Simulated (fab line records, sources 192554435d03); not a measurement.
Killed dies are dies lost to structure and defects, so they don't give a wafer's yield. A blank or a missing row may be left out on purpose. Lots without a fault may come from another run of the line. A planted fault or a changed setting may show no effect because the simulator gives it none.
Which tool did it? | flow n5_finfet | 12 lots, 36 wafers sampled, at 1 step of a route of 1938

WHAT THE GAUGES READ, wafer by wafer
N5_HKMG_FIN_CD_MEAS_49: target cd 202 nm.
lot  | measured    | on        | cd_nm (nm)
L075 | day 4 09:28 | cd_sem-03 | 202.1 201.6 201.7
L077 | day 4 18:22 | cd_sem-02 | 202.2 203.0 202.3
L079 | day 5 06:58 | cd_sem-01 | 201.9 202.1 201.4
L081 | day 5 20:39 | cd_sem-03 | 201.3 201.2 200.5
L083 | day 6 07:56 | cd_sem-02 | 203.5 202.8 203.4
L085 | day 6 16:26 | cd_sem-02 | 202.0 202.1 202.6
L087 | day 7 08:19 | cd_sem-02 | 201.7 202.1 201.7
L089 | day 7 17:54 | cd_sem-01 | 201.2 201.4 201.4
L091 | day 8 06:06 | cd_sem-01 | 202.0 202.0 202.3
L093 | day 8 20:16 | cd_sem-01 | 201.4 201.8 201.5
L095 | day 9 06:44 | cd_sem-03 | 201.5 202.1 202.4
L097 | day 9 21:47 | cd_sem-03 | 202.9 202.3 202.5

WHICH TOOL RAN EACH LOT (tool, then ch and the chambers of the sampled wafers, then the start)
The record holds no process step before these readings.

THE ANSWER, worked out from the rows above alone
Rule: what is usual is taken from the lots themselves. Put in order of their means at a reading, lots are off if they are a third of the lots or fewer, leave a main group of 4 or more, and stand apart from it by a gap of 3 or more times the standard deviation of the main group's means; of several such gaps the widest counts. A main group whose means are all the same, to the digits that the tables above print for the reading, isn't used. A lot without any number at a reading at which 4 lots or more have one is off too. The other lots that the step has rows for count as sound.
No lot is off at any reading shown: from this, nothing can be told.

WHAT THE SIMULATOR HAD PUT IN
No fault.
